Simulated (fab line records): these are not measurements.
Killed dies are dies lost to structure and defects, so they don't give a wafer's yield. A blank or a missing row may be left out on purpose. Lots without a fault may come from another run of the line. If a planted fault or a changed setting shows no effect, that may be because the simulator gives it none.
fab line records	flow nand-harc
[record] lots = 6	wafers = 18	last-day = 33
route steps=1302 shown A_BLC@1119 END@1302
lots with no fault: from the same line, run without faults
start-h: hours from the record's opening day to when the first of the lot's shown wafers began	wait-h: hours elapsed since this lot's preceding step	" as in the row above	L1.1+2: a row that stands for several wafers	- either no value or no given start	* or withheld: withheld	< > ~ a bound
route shown NAME@n: names a module that has steps shown in the file, with the first one's number in the route	usual: mean/standard deviation of fault-free wafers	same: alike in all rows	chamber/n: place in a boat	sites: the reading at each site	_std_site: the values' standard deviation	_edge_site: mean of outer sites minus mean of inner sites	radius-mm: for every site, how far away it sits from the centre of the wafer	mask NAME#n: copy n	behind: the most recent tool/chamber to have shaped the wafer	hold: the reason the lot was held/the length of the hold in hours/how it ended	device: the transistor (n, p or np) that didn't switch	end of line: the route-end tests of the same wafers	a step given without rows: its recipe and nothing more	killed: at the first sort, the dies lost to defects and structure; wafer yield is something else	map: dies across one wafer; x = killed, . = not, _ = none there
set.NAME: the setting the step ran with; set.NAME@STEP: the setting that earlier step ran with	model.NAME: the simulator's own value behind a step, which no gauge read
certain route steps with their lots: each step a table, each wafer a row
services: the hour from which a tool's chamber was out of use, counted from the record's first day as start-h (under 0 if before that day), plus the number of hours and why
[[steps]]
[step NHARC_A_BLC_INSPECT_12]
[usual] raw-defect-count = 83/39
lot.wafer	tool	chamber	start-h	wait-h	raw-defect-count
L687.1	defect-inspect-01	-	528.09	0.0	34
L687.5	"	-	"	"	33
L687.6	"	-	"	"	37
L700.4	defect-inspect-01	-	650.82	0.0	138
L700.5	"	-	"	"	126
L700.6	"	-	"	"	109
L699.1	defect-inspect-02	-	665.63	0.0	65
L699.2	"	-	"	"	61
L699.4	"	-	"	"	70
L704.2	defect-inspect-02	-	696.11	0.0	27
L704.4	"	-	"	"	26
L704.5	"	-	"	"	20
L706.2	defect-inspect-01	-	712.50	0.0	38
L706.3	"	-	"	"	38
L706.4	"	-	"	"	38
L709.2	defect-inspect-01	-	735.92	0.1	77
L709.3	"	-	"	"	75
L709.6	"	-	"	"	82
[step NHARC_A_BLC_DESCUM_15]
[recipe] time-s = 3	o2-flow-sccm = 200	ar-flow-sccm = 0	bias-power-w = 0	chemistry = O2
[step NHARC_A_BLC_ETCH_16]
[recipe] target-depth-a = 390	over-etch-frac = 0.3	time-s = 65	ion-energy-ev = 80	cf4-flow-sccm = 150	ar-flow-sccm = 0	rf-w = 300	bias-w = 100	chemistry = CF4
[step NHARC_A_BLC_ETCH_17]
[recipe] target-depth-a = 3900	over-etch-frac = 0.25	time-s = 609.38	ion-energy-ev = 200	n2-flow-sccm = 150	h2-flow-sccm = 150	ar-flow-sccm = 0	rf-w = 400	bias-w = 150	chemistry = N2/H2
[usual] drypump-motor-current-A = 5.8/0.62	oes-product-au = 1.000/0.013	rf-vpp-V = 429/3.1	showerhead-plenum-p-Torr = 1.99/0.1	throttle-valve-pct = 14.170/0.0089
lot.wafer	tool	chamber	start-h	wait-h	drypump-motor-current-A	oes-product-au	rf-hours-counter-h	rf-vpp-V	showerhead-plenum-p-Torr	throttle-valve-pct
L687.1	rie-diel-11	3	-	-	6.4	0.992	8	432	2.07	14.164
L687.6	"	3	"	"	6.4	0.994	-	430	2.07	14.193
L687.5	"	0	"	"	6.8	1.002	-	427	1.90	14.152
L700.4	rie-diel-11	2	-	-	5.4	0.992	3	432	2.10	14.174
L700.6	"	0	"	"	6.8	0.985	-	426	1.90	14.177
L700.5	"	1	"	"	6.0	0.989	-	433	2.16	14.154
L699.4	rie-diel-07	2	-	-	5.1	1.004	0	427	1.88	14.176
L699.1	"	3	"	"	5.0	0.988	0	428	1.93	14.154
L699.2	"	1	"	"	5.1	1.000	0	425	1.90	14.172
L704.4	rie-diel-07	0	-	-	5.7	0.994	2	430	1.97	14.174
L704.2	"	1	"	"	5.1	1.001	2	427	1.90	14.167
L704.5	"	3	"	"	5.1	0.974	-	427	1.93	14.167
L706.2	rie-diel-07	2	-	-	5.1	0.992	4	427	1.88	14.164
L706.4	"	3	"	"	5.1	0.984	4	427	1.93	14.159
L706.3	"	0	"	"	5.7	1.008	4	429	1.97	14.159
L709.3	rie-diel-07	2	-	-	5.1	1.014	6	426	1.88	14.172
L709.2	"	3	"	"	5.1	0.991	6	427	1.93	14.165
L709.6	"	1	"	"	5.2	1.035	-	427	1.90	14.166
[step NHARC_A_BLC_ETCH_18]
[recipe] target-depth-a = 9100	c4f8-flow-sccm = 20	o2-flow-sccm = 10	ar-flow-sccm = withheld	rf-w = 600	bias-w = 1500	chemistry = C4F8/O2/Ar
[usual] oes-product-au = 0.948/0.026	rf-vpp-V = 976/6.3
lot.wafer	tool	chamber	start-h	wait-h	oes-product-au	rf-hours-counter-h	rf-vpp-V
L687.1	rie-diel-11	2	-	-	0.915	8	982
L687.5	"	0	"	"	0.930	-	968
L687.6	"	1	"	"	0.917	-	984
L700.4	rie-diel-11	2	-	-	0.949	3	983
L700.5	"	3	"	"	0.988	-	980
L700.6	"	0	"	"	0.962	-	970
L699.2	rie-diel-07	3	-	-	0.941	1	970
L699.4	"	0	"	"	0.959	0	975
L699.1	"	2	"	"	0.962	1	969
L704.4	rie-diel-07	3	-	-	0.942	3	972
L704.2	"	1	"	"	0.991	2	969
L704.5	"	0	"	"	0.974	-	974
L706.2	rie-diel-07	0	-	-	0.957	4	974
L706.3	"	1	"	"	0.975	3	970
L706.4	"	3	"	"	0.944	4	970
L709.3	rie-diel-07	2	-	-	0.953	6	968
L709.2	"	3	"	"	0.935	6	970
L709.6	"	2	"	"	0.968	-	969
[step NHARC_A_BLC_CD_MEAS_19]
[usual] cd-nm = 100.7/2.9
lot.wafer	tool	chamber	start-h	wait-h	cd-nm
L687.1	cd-sem-02	-	529.12	-	103.9
L687.5	"	-	"	"	100.1
L687.6	"	-	"	"	102.6
L700.4	cd-sem-01	-	651.85	-	106.0
L700.5	"	-	"	"	97.2
L700.6	"	-	"	"	98.6
L699.1	cd-sem-01	-	666.64	-	101.9
L699.2	"	-	"	"	100.9
L699.4	"	-	"	"	104.1
L704.2	cd-sem-02	-	697.14	-	97.6
L704.4	"	-	"	"	100.1
L704.5	"	-	"	"	98.2
L706.2	cd-sem-01	-	713.68	-	102.2
L706.3	"	-	"	"	96.7
L706.4	"	-	"	"	100.0
L709.2	cd-sem-03	-	736.95	-	99.6
L709.3	"	-	"	"	102.7
L709.6	"	-	"	"	101.1
[step NHARC_A_BLC_STRIP_29]
[recipe] cf4-flow-sccm = 150	ar-flow-sccm = 0	bias-w = 0	chemistry = CF4
[step NHARC_A_BLC_STRIP_21]
[recipe] o2-flow-sccm = 500	ar-flow-sccm = 0	bias-w = 0	chemistry = O2
[usual] drypump-motor-current-A = 5.8/0.57	oes-product-au = 1.002/0.014	rf-vpp-V = 57.7/0.96	showerhead-plenum-p-Torr = 3.46/0.15	throttle-valve-pct = 17.034/0.009
lot.wafer	tool	chamber	start-h	wait-h	drypump-motor-current-A	oes-product-au	rf-hours-counter-h	rf-vpp-V	showerhead-plenum-p-Torr	throttle-valve-pct
L687.1	rie-diel-04	0	529.32	0.1	5.5	0.974	52	60.2	3.54	17.025
L687.5	"	1	"	"	6.2	1.005	-	59.7	3.36	17.031
L687.6	"	2	"	"	5.6	0.999	-	58.6	3.40	17.039
L700.4	rie-diel-11	1	652.04	0.1	6.1	0.998	4	58.0	3.72	17.039
L700.6	"	3	"	"	6.4	1.010	-	57.6	3.57	17.049
L700.5	"	0	"	"	6.8	0.980	-	58.3	3.31	17.039
L699.4	rie-diel-11	2	666.82	0.1	5.4	0.973	4	57.9	3.63	17.021
L699.1	"	3	"	"	6.4	0.991	3	58.5	3.57	17.037
L699.2	"	0	"	"	6.8	0.979	5	57.8	3.31	17.018
L704.4	rie-diel-11	2	697.31	0.1	5.4	0.999	6	58.7	3.63	17.046
L704.2	"	3	"	"	6.4	1.008	6	59.0	3.57	17.039
L704.5	"	3	"	"	6.4	0.997	-	58.3	3.57	17.031
L706.2	rie-diel-11	1	713.86	0.1	6.0	1.007	8	58.9	3.72	17.036
L706.4	"	2	"	"	5.4	1.003	8	57.6	3.63	17.038
L706.3	"	3	"	"	6.4	1.014	8	57.2	3.57	17.029
L709.2	rie-diel-07	0	737.13	0.1	5.7	1.021	6	57.6	3.42	17.018
L709.3	"	1	"	"	5.1	1.017	6	56.2	3.31	17.032
L709.6	"	0	"	"	5.7	1.006	-	57.5	3.42	17.026
[step NHARC_A_BLC_STRIP_22]
[recipe] time-s = 600	temp-c = 30	chemistry = post-etch-residue-remover
[step NHARC_A_BLC_DEGAS_30]
[recipe] temp-c = 300	time-s = 60
[usual] heater-power-w = 447/32
lot.wafer	tool	chamber	start-h	wait-h	heater-power-w
L687.1	pvd-sputter-02	-	529.76	-	470
L687.6	"	-	"	"	481
L687.5	"	-	"	"	457
L700.4	pvd-sputter-02	-	652.45	-	435
L700.5	"	-	"	"	426
L700.6	"	-	"	"	418
L699.4	pvd-sputter-01	-	667.25	-	397
L699.2	"	-	"	"	464
L699.1	"	-	"	"	424
L704.2	pvd-sputter-01	-	697.74	-	504
L704.4	"	-	"	"	399
L704.5	"	-	"	"	413
L706.3	pvd-sputter-03	-	714.28	-	475
L706.4	"	-	"	"	465
L706.2	"	-	"	"	469
L709.2	pvd-sputter-03	-	737.57	-	476
L709.3	"	-	"	"	457
L709.6	"	-	"	"	481
[step NHARC_A_BLC_PRE_CLEAN_31]
[recipe] time-s = 15	bias-v = 250	gas = Ar
[step NHARC_A_BLC_PVD_32]
[recipe] target-thk-a = 50	chamber-pressure-pa = 5	power-w = 5000	substrate-temp-c = 200	time-s = 17.7	material = Ti
[usual] throttle-valve-pct = 30.0/1.2
lot.wafer	tool	chamber	start-h	wait-h	throttle-valve-pct
L687.1	pvd-sputter-02	-	-	-	32.0
L687.6	"	-	"	"	30.8
L687.5	"	-	"	"	29.6
L700.4	pvd-sputter-02	-	-	-	31.1
L700.5	"	-	"	"	30.8
L700.6	"	-	"	"	29.5
L699.4	pvd-sputter-01	-	-	-	30.1
L699.1	"	-	"	"	27.5
L699.2	"	-	"	"	31.3
L704.2	pvd-sputter-01	-	-	-	27.9
L704.4	"	-	"	"	31.4
L704.5	"	-	"	"	31.6
L706.4	pvd-sputter-03	-	-	-	29.9
L706.3	"	-	"	"	28.8
L706.2	"	-	"	"	30.0
L709.3	pvd-sputter-03	-	-	-	30.8
L709.2	"	-	"	"	29.9
L709.6	"	-	"	"	29.7
[step NHARC_A_BLC_ALD_23]
[recipe] target-thk-a = 30	pulse-time-s = 1	ald-cycles = 150	temp-c = 450	material = TiN
[usual] ald-cycles = 150/0	heater-power-outer-w = 717/66	heater-power-w = 1135/96	precursor-pulse-height-rel = 1.000/0.02
lot.wafer	tool	chamber	start-h	wait-h	ald-cycles	heater-power-outer-w	heater-power-w	precursor-pulse-height-rel	since-wet-clean-h
L687.1	ald-metal-02	3	530.04	-	150	727	1139	1.000	88
L687.5	"	1	"	"	150	831	1349	1.016	-
L687.6	"	2	"	"	150	767	1121	0.991	-
L700.4	ald-metal-01	0	652.68	-	-	-	-	-	-
L700.6	"	0	"	"	-	-	-	-	-
L700.5	"	1	"	"	-	-	-	-	-
L699.4	ald-metal-01	3	667.48	-	-	-	-	-	-
L699.1	"	0	"	"	-	-	-	-	-
L699.2	"	2	"	"	-	-	-	-	-
L704.2	ald-metal-04	0	698.00	-	150	795	1114	1.021	36
L704.4	"	1	"	"	150	743	1159	1.026	36
L704.5	"	0	"	"	150	781	1133	1.030	-
L706.2	ald-metal-01	0	714.52	-	150	623	1034	0.977	1
L706.3	"	1	"	"	150	657	1222	1.013	1
L706.4	"	3	"	"	150	788	1167	1.034	1
L709.3	ald-metal-01	0	737.79	-	150	612	991	0.981	24
L709.2	"	2	"	"	150	590	952	1.001	24
L709.6	"	1	"	"	150	674	1202	0.967	-
[step NHARC_A_BLC_CVD_24]
[recipe] target-thk-a = 1500	temp-c = 300	pressure-torr = 40	wf6-flow-sccm = 40	h2-flow-sccm = 1600	ar-flow-sccm = 1560	time-s = 434	material = W
[step NHARC_END_SORT_01]
[recipe] temp-c = 25
[usual] killed-at-array = 56/20	killed-at-other = 0.9/1.1	killed-at-periphery = 3.7/3	killed-dies = 61/21	killed-open = 2.9/1.6	killed-short = 2.6/1.4
[same] gross-dies = 677
lot.wafer	tool	chamber	start-h	wait-h	killed-at-array	killed-at-other	killed-at-periphery	killed-dies	killed-open	killed-short
L687.1	prober-02	0	573.55	2.5	29	1	5	35	1	2
L687.5	prober-02	0	576.74	3.7	34	1	6	41	3	4
L687.6	prober-02	0	577.54	4.0	38	0	3	41	3	4
L700.4	prober-01	0	696.75	3.4	665	2	10	677	3	6
L700.5	prober-01	0	697.55	3.7	671	0	6	677	5	2
L700.6	prober-01	0	698.35	4.0	670	0	7	677	4	3
L699.1	prober-02	0	708.63	2.5	676	0	1	677	6	3
L699.2	prober-02	0	709.43	2.8	675	0	2	677	2	1
L699.4	prober-02	0	711.02	3.4	676	1	0	677	0	2
L704.2	prober-02	0	738.09	2.8	24	1	3	28	5	0
L704.4	prober-02	0	739.67	3.4	26	1	1	28	4	3
L704.5	prober-02	0	740.46	3.7	20	1	1	22	2	2
L706.2	prober-01	0	770.31	2.8	37	0	10	47	4	2
L706.3	prober-01	0	771.11	3.1	38	0	6	44	2	4
L706.4	prober-01	0	771.91	3.4	38	0	10	48	4	1
L709.2	prober-01	0	780.18	2.8	60	1	5	66	4	4
L709.3	prober-01	0	780.97	3.1	51	0	2	53	2	3
L709.6	prober-01	0	783.36	4.0	46	1	1	48	3	0
// killed by level:class
L687.1 A_CHANNEL_HOLE_D2:chamber-film-flake=11 A_STAIRCASE:chamber-film-flake=8 A_CONTACT:chamber-film-flake=4 P_ZERO_WELL:chamber-film-flake=2 A_CHANNEL_FILL_D1:geometric-particle:short=1 A_ONON_D2:geometric-particle:short=1 A_M0:geometric-particle:open=1 P_STI:chamber-film-flake=1
L687.5 A_CHANNEL_HOLE_D2:chamber-film-flake=10 A_STAIRCASE:chamber-film-flake=6 A_CONTACT:chamber-film-flake=4 A_CHANNEL_HOLE_D1:geometric-particle:short=2 P_ZERO_WELL:chamber-film-flake=2 A_ZERO_WELL:chamber-film-flake=2 A_CHANNEL_HOLE_D1:chamber-film-flake=2 A_CHANNEL_FILL_D1:chamber-film-flake=2
L687.6 A_CHANNEL_HOLE_D2:chamber-film-flake=15 A_STAIRCASE:chamber-film-flake=7 A_CHANNEL_HOLE_D1:chamber-film-flake=3 A_CONTACT:chamber-film-flake=3 A_CHANNEL_FILL_D1:geometric-particle:short=2 A_M0:geometric-particle:open=2 A_CHANNEL_HOLE_D1:geometric-particle:open=1 A_DECK1_JOINT:geometric-particle:short=1
L700.4 A_BLC:area-ald=575 A_CHANNEL_HOLE_D1:chamber-film-flake=34 A_SLIT:chamber-film-flake=33 P_GATE:chamber-film-flake=7 A_DECK1_JOINT:chamber-film-flake=4 A_WL_FILL:chamber-film-flake=4 A_CONTACT:chamber-film-flake=4 A_WL_FILL:geometric-particle:short=2
L700.5 A_BLC:area-ald=608 A_SLIT:chamber-film-flake=32 A_CHANNEL_HOLE_D1:chamber-film-flake=14 A_STAIRCASE:chamber-film-flake=4 P_GATE:chamber-film-flake=3 A_WL_FILL:chamber-film-flake=3 A_CHANNEL_FILL_D2:chamber-film-flake=2 A_CONTACT:chamber-film-flake=2
L700.6 A_BLC:area-ald=597 A_SLIT:chamber-film-flake=27 A_CHANNEL_HOLE_D1:chamber-film-flake=27 P_GATE:chamber-film-flake=5 A_STAIRCASE:chamber-film-flake=4 A_ONON_D2:geometric-particle:short=2 A_CHANNEL_HOLE_D2:chamber-film-flake=2 A_WL_FILL:chamber-film-flake=2
L699.1 A_BLC:area-ald=618 A_CHANNEL_HOLE_D2:chamber-film-flake=22 A_CHANNEL_HOLE_D1:chamber-film-flake=8 A_CONTACT:chamber-film-flake=7 A_STAIRCASE:chamber-film-flake=5 A_M0:geometric-particle:open=3 A_CHANNEL_FILL_D2:chamber-film-flake=2 A_SLIT:chamber-film-flake=2
L699.2 A_BLC:area-ald=626 A_CHANNEL_HOLE_D2:chamber-film-flake=28 A_CHANNEL_HOLE_D1:chamber-film-flake=8 A_CONTACT:chamber-film-flake=3 A_DECK1_JOINT:chamber-film-flake=2 A_SLIT:chamber-film-flake=2 P_M1:geometric-particle:open=1 A_ONON_D1:geometric-particle:short=1
L699.4 A_BLC:area-ald=625 A_CHANNEL_HOLE_D2:chamber-film-flake=23 A_CHANNEL_HOLE_D1:chamber-film-flake=8 A_CONTACT:chamber-film-flake=6 A_STAIRCASE:chamber-film-flake=5 A_ZERO_WELL:chamber-film-flake=2 A_BLC:chamber-film-flake=2 A_CHANNEL_HOLE_D1:geometric-particle:short=1
L704.2 A_CHANNEL_HOLE_D1:chamber-film-flake=14 A_STAIRCASE:chamber-film-flake=4 P_GATE:chamber-film-flake=2 P_CONTACT:geometric-particle:open=1 A_CHANNEL_FILL_D2:geometric-particle:open=1 A_WL_FILL:geometric-particle:open=1 A_BLC:geometric-particle:open=1 STARTING-WAFER:geometric-particle:open=1
L704.4 A_CHANNEL_HOLE_D1:chamber-film-flake=10 A_SLIT:chamber-film-flake=5 A_STAIRCASE:chamber-film-flake=3 A_DECK1_JOINT:geometric-particle:open=2 A_CONTACT:chamber-film-flake=2 A_ONON_D1:geometric-particle:open=1 A_CHANNEL_HOLE_D2:geometric-particle:open=1 A_CHANNEL_HOLE_D2:geometric-particle:short=1
L704.5 A_CHANNEL_HOLE_D1:chamber-film-flake=9 A_SLIT:chamber-film-flake=4 A_CONTACT:chamber-film-flake=2 A_ONON_D1:geometric-particle:open=1 A_DECK1_JOINT:geometric-particle:open=1 A_DECK1_JOINT:geometric-particle:short=1 A_SGD_CUT:geometric-particle:short=1 P_GATE:chamber-film-flake=1
L706.2 A_CHANNEL_HOLE_D1:chamber-film-flake=18 A_SLIT:chamber-film-flake=6 P_GATE:chamber-film-flake=4 P_CONTACT:chamber-film-flake=3 P_M2:chamber-film-flake=3 A_CONTACT:chamber-film-flake=3 A_WL_FILL:chamber-film-flake=2 A_CHANNEL_HOLE_D1:geometric-particle:open=1
L706.3 A_CHANNEL_HOLE_D1:chamber-film-flake=12 A_SLIT:chamber-film-flake=10 A_CONTACT:chamber-film-flake=6 P_M2:chamber-film-flake=3 A_WL_FILL:chamber-film-flake=3 A_WL_FILL:geometric-particle:short=2 P_CONTACT:chamber-film-flake=2 A_CHANNEL_HOLE_D1:geometric-particle:open=1
L706.4 A_CHANNEL_HOLE_D1:chamber-film-flake=14 A_SLIT:chamber-film-flake=8 A_CONTACT:chamber-film-flake=7 P_CONTACT:chamber-film-flake=5 P_M2:chamber-film-flake=4 A_WL_FILL:chamber-film-flake=3 A_CHANNEL_FILL_D2:geometric-particle:open=1 A_CHANNEL_FILL_D2:geometric-particle:short=1
L709.2 A_SLIT:chamber-film-flake=35 A_CHANNEL_HOLE_D1:chamber-film-flake=12 A_CONTACT:chamber-film-flake=4 A_CHANNEL_HOLE_D2:geometric-particle:short=2 A_CHANNEL_HOLE_D2:chamber-film-flake=2 P_CONTACT:geometric-particle:open=1 P_M0:geometric-particle:open=1 P_M0:geometric-particle:short=1
L709.3 A_SLIT:chamber-film-flake=27 A_CHANNEL_HOLE_D1:chamber-film-flake=14 A_CONTACT:chamber-film-flake=4 P_CONTACT:geometric-particle:short=1 P_CONTACT:geometric-particle:open=1 A_DECK1_JOINT:geometric-particle:open=1 A_SGD_CUT:geometric-particle:short=1 A_M0:geometric-particle:short=1
L709.6 A_SLIT:chamber-film-flake=31 A_CHANNEL_HOLE_D1:chamber-film-flake=9 A_DECK1_JOINT:chamber-film-flake=2 P_M0:geometric-particle:open=1 A_DECK1_JOINT:geometric-particle:open=1 A_BLC:geometric-particle:open=1 A_CHANNEL_FILL_D1:chamber-film-flake=1 A_CONTACT:chamber-film-flake=1
// map L699.1 (x killed, . not)
____________x____________
_________xxxxxxx_________
_______xxxxxxxxxxx_______
______xxxxxxxxxxxxx______
_____xxxxxxxxxxxxxxx_____
____xxxxxxxxxxxxxxxxx____
____xxxxxxxxxxxxxxxxx____
___xxxxxxxxxxxxxxxxxxx___
___xxxxxxxxxxxxxxxxxxx___
__xxxxxxxxxxxxxxxxxxxxx__
__xxxxxxxxxxxxxxxxxxxxx__
_xxxxxxxxxxxxxxxxxxxxxxx_
_xxxxxxxxxxxxxxxxxxxxxxx_
_xxxxxxxxxxxxxxxxxxxxxxx_
_xxxxxxxxxxxxxxxxxxxxxxx_
_xxxxxxxxxxxxxxxxxxxxxxx_
xxxxxxxxxxxxxxxxxxxxxxxxx
xxxxxxxxxxxxxxxxxxxxxxxxx
xxxxxxxxxxxxxxxxxxxxxxxxx
xxxxxxxxxxxxxxxxxxxxxxxxx
xxxxxxxxxxxxxxxxxxxxxxxxx
_xxxxxxxxxxxxxxxxxxxxxxx_
_xxxxxxxxxxxxxxxxxxxxxxx_
_xxxxxxxxxxxxxxxxxxxxxxx_
_xxxxxxxxxxxxxxxxxxxxxxx_
_xxxxxxxxxxxxxxxxxxxxxxx_
__xxxxxxxxxxxxxxxxxxxxx__
__xxxxxxxxxxxxxxxxxxxxx__
___xxxxxxxxxxxxxxxxxxx___
___xxxxxxxxxxxxxxxxxxx___
____xxxxxxxxxxxxxxxxx____
____xxxxxxxxxxxxxxxxx____
_____xxxxxxxxxxxxxxx_____
______xxxxxxxxxxxxx______
_______xxxxxxxxxxx_______
_________xxxxxxx_________
____________x____________
// map L700.4 (x killed, . not)
____________x____________
_________xxxxxxx_________
_______xxxxxxxxxxx_______
______xxxxxxxxxxxxx______
_____xxxxxxxxxxxxxxx_____
____xxxxxxxxxxxxxxxxx____
____xxxxxxxxxxxxxxxxx____
___xxxxxxxxxxxxxxxxxxx___
___xxxxxxxxxxxxxxxxxxx___
__xxxxxxxxxxxxxxxxxxxxx__
__xxxxxxxxxxxxxxxxxxxxx__
_xxxxxxxxxxxxxxxxxxxxxxx_
_xxxxxxxxxxxxxxxxxxxxxxx_
_xxxxxxxxxxxxxxxxxxxxxxx_
_xxxxxxxxxxxxxxxxxxxxxxx_
_xxxxxxxxxxxxxxxxxxxxxxx_
xxxxxxxxxxxxxxxxxxxxxxxxx
xxxxxxxxxxxxxxxxxxxxxxxxx
xxxxxxxxxxxxxxxxxxxxxxxxx
xxxxxxxxxxxxxxxxxxxxxxxxx
xxxxxxxxxxxxxxxxxxxxxxxxx
_xxxxxxxxxxxxxxxxxxxxxxx_
_xxxxxxxxxxxxxxxxxxxxxxx_
_xxxxxxxxxxxxxxxxxxxxxxx_
_xxxxxxxxxxxxxxxxxxxxxxx_
_xxxxxxxxxxxxxxxxxxxxxxx_
__xxxxxxxxxxxxxxxxxxxxx__
__xxxxxxxxxxxxxxxxxxxxx__
___xxxxxxxxxxxxxxxxxxx___
___xxxxxxxxxxxxxxxxxxx___
____xxxxxxxxxxxxxxxxx____
____xxxxxxxxxxxxxxxxx____
_____xxxxxxxxxxxxxxx_____
______xxxxxxxxxxxxx______
_______xxxxxxxxxxx_______
_________xxxxxxx_________
____________x____________
[[services]]
tool	chamber	start-h	hours	kind
rie-diel-07	1	506.31	12.7	repair
ald-metal-01	3	508.44	22.8	repair
rie-diel-04	3	523.59	6.3	repair
ald-metal-01	-	526.00	10.0	pm
pvd-sputter-03	-	526.00	10.0	pm
rie-diel-04	-	533.65	9.0	pm
pvd-sputter-03	-	555.45	14.4	repair
pvd-sputter-01	-	556.64	7.1	repair
ald-metal-04	2	574.12	24.0	repair
ald-metal-01	2	579.42	4.2	repair
rie-diel-07	3	599.92	3.0	repair
rie-diel-11	-	609.50	9.0	pm
ald-metal-02	-	610.04	10.0	pm
rie-diel-04	1	610.10	5.0	repair
pvd-sputter-01	-	630.93	10.0	pm
rie-diel-11	3	631.23	4.5	repair
pvd-sputter-02	-	638.00	10.0	pm
rie-diel-07	1	640.68	5.6	repair
rie-diel-07	-	648.20	9.0	pm
rie-diel-07	1	669.12	13.2	repair
ald-metal-01	-	704.00	10.0	pm
pvd-sputter-03	-	704.00	10.0	pm
pvd-sputter-01	-	727.33	1.8	repair
pvd-sputter-01	-	735.08	38.6	repair
[[key]]
[first-sign] step = NHARC_A_BLC_ALD_23	reading = tool-record	direction = missing
[effect] step = NHARC_END_SORT_01	reading = killed-at-array	direction = up	sigmas = 30	usual = 56	struck = 672
[more-kills-born-at] NHARC_A_BLC_ALD_23@ald-metal-01 = 3648
met-at NHARC_A_BLC_ALD_23
struck-wafers L699.1,L699.2,L699.4,L700.4,L700.5,L700.6
later-rows-left-out L699.1,L699.2,L699.4,L700.4,L700.5,L700.6
tester-left-out L699,L700
[fault] kind = skipped-step-whole	tool = ald-metal-01	chamber = -	onset-h = 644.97	steps = NHARC_A_BLC_ALD_23	scope = struck-lots-only
// tester-left-out: of these lots the tester's yield and bins aren't shown, on N5 and GAA mostly nor the transistor test; their killed dies are dies lost to structure and defects alone, not to doping, threshold or leakage, so they don't give the yield
// later-rows-left-out: the simulator's readings of these wafers behind a module that went badly wrong aren't trusted and aren't shown, but for the sort
